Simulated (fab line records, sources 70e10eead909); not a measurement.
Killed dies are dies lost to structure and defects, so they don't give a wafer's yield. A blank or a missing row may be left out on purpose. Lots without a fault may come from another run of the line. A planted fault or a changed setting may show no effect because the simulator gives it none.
Chamber matching | flow nand_harc | NHARC_A_SGD_CUT_DEP_00 on pecvd-01: 3 sister chambers
The step deposits SiNx, target thk 50 nm. 6 wafers are shown with their chamber, then 8 later ones without.

WAFERS WITH THEIR CHAMBER
wafer  | chamber | heater_power_w (W) | heater_power_outer_w (W)
L089.5 | 0       | 680                | 388
L088.5 | 1       | 748                | 429
L091.1 | 2       | 638                | 403
L091.5 | 2       | 644                | 421
L091.6 | 1       | 778                | 460
L092.1 | 0       | 755                | 442

WAFERS WITHOUT THEIR CHAMBER
wafer  | heater_power_w (W) | heater_power_outer_w (W)
L092.4 | 753                | 435
L092.6 | 754                | 467
L093.2 | 622                | 394
L093.3 | 667                | 393
L093.6 | 625                | 396
L097.2 | 691                | 436
L097.3 | 694                | 393
L097.5 | 692                | 440

WHICH CHAMBER EACH WENT THROUGH
wafer  | from the rows above          | in truth
L092.4 | can't be placed: 1 or 0      | 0
L092.6 | can't be placed: 1 or 0      | 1
L093.2 | 2                            | 2
L093.3 | can't be placed: 2 or 0      | 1
L093.6 | 2                            | 2
L097.2 | can't be placed: 0 or 2 or 1 | 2
L097.3 | can't be placed: 0 or 2 or 1 | 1
L097.5 | can't be placed: 0 or 2 or 1 | 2
Placed correctly: 2 of 8. Can't be placed from these rows: 6 (the true chamber is among the candidates in 5). Placed wrongly: 0.
How it was worked out, from the rows above alone: a wafer's distance from a chamber is the root of the sum, over the readings, of the square of ((its reading less the chamber's mean) divided by the reading's scatter). The wafer belongs to the nearest chamber; if the next one is less than 2 further off, it can't be placed. A chamber's mean is the mean of its shown wafers. The scatter: the root of (the sum of the squares of (reading less its chamber's mean) over the shown wafers, divided by (wafers less chambers)).
